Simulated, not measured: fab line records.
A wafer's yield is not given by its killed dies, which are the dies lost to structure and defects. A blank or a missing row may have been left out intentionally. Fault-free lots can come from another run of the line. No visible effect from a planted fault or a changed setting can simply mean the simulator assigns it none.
2 desks looking at one fault | flow n5Finfet | every desk sees just its own numbers, and what lay behind them comes last

## AT THE METROLOGY DESK
What the gauges read for every lot (on any tool): the sampled wafers with a number, averaged. If a lot's mean is further than 4 standard deviations from the usual mean, the lot is out of limits and carries the mark OUT (the distance appears in the brackets). 7 of its 11 readings are shown, namely those furthest out on some lot.
Columns: A = DIBL_N at N5_BEOL_M4_RC_MEAS_101, usual 36.9 mV/V; B = DIBL_P at N5_BEOL_M4_RC_MEAS_101, usual 37.3 mV/V; C = IOFF_P at N5_BEOL_M4_RC_MEAS_101, usual 0.22 nA/um; D = ION_P at N5_BEOL_M4_RC_MEAS_101, usual 463 uA/um; E = SS_N at N5_BEOL_M4_RC_MEAS_101, usual 71.6 mV/dec; F = SS_P at N5_BEOL_M4_RC_MEAS_101, usual 73.4 mV/dec; G = VT_P at N5_BEOL_M4_RC_MEAS_101, usual -250 mV
lot  | first seen here | A    | B    | C    | D   | E    | F    | G
L766 | day 5 10:14     | 35.6 | 37.2 | 0.23 | 467 | 71.3 | 73.0 | -247
L769 | day 5 22:30     | 35.5 | 34.2 | 0.18 | 453 | 71.2 | 72.9 | -255
L770 | day 6 04:08     | 35.6 | 37.6 | 0.22 | 463 | 71.0 | 73.5 | -250
L779 | day 8 10:26     | 37.4 | 38.6 | 0.21 | 457 | 72.2 | 73.4 | -253
L780 | day 8 15:11     | 35.2 | 35.4 | 0.20 | 461 | 71.6 | 73.3 | -251
L781 | day 9 00:26     | 33.0 | 33.9 | 0.16 | 453 | 70.8 | 72.2 | -254
This desk's finding: nothing out of limits on any of the 6 lots.

## DESK OF THE TOOL OWNER: implanter-01
The tool's own readings at N5_MOL_CONTACT_COAG_IMPLANT_129: means of the sampled wafers that have a number, for each lot that ran on this tool. If a lot's mean is further than 4 standard deviations from the usual mean, the lot is out of limits and carries the mark OUT (the distance appears in the brackets).
Columns: A = beamEnergyKeV at N5_MOL_CONTACT_COAG_IMPLANT_129, usual 3.0002; B = endStationPressureTorr at N5_MOL_CONTACT_COAG_IMPLANT_129, usual 5.96e-06 Torr
lot  | first seen here | A                        | B
L769 | day 5 22:34     | 3.0000                   | 5.98e-06
L779 | day 8 10:31     | 6.6541 (+99 or more) OUT | 1.06e-05 (+16) OUT
L781 | day 9 00:30     | 6.6537 (+99 or more) OUT | 1.09e-05 (+17) OUT
This desk's finding: out of limits on L779, L781; first on L779, day 8 10:31 (beamEnergyKeV at N5_MOL_CONTACT_COAG_IMPLANT_129). L769: within limits.

## ALL TOGETHER
On L779, L781, at day 8 10:31, an alarm was possible from the tool owner's desk.
The metrology desk saw nothing out of limits.
The metrology desk has L779, L781 on record, within its limits.
On implanter-01, each named lot ran N5_MOL_CONTACT_COAG_IMPLANT_129.

## WHAT HAD BEEN PUT IN BY THE SIMULATOR
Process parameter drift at N5_MOL_CONTACT_COAG_IMPLANT_129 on implanter-01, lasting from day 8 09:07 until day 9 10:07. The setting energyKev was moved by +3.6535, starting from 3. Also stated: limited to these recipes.
Shown lots that were struck: L779, L781.
Hours from the fault's start to each desk's first reading out of limits: the tool owner's desk, 1.
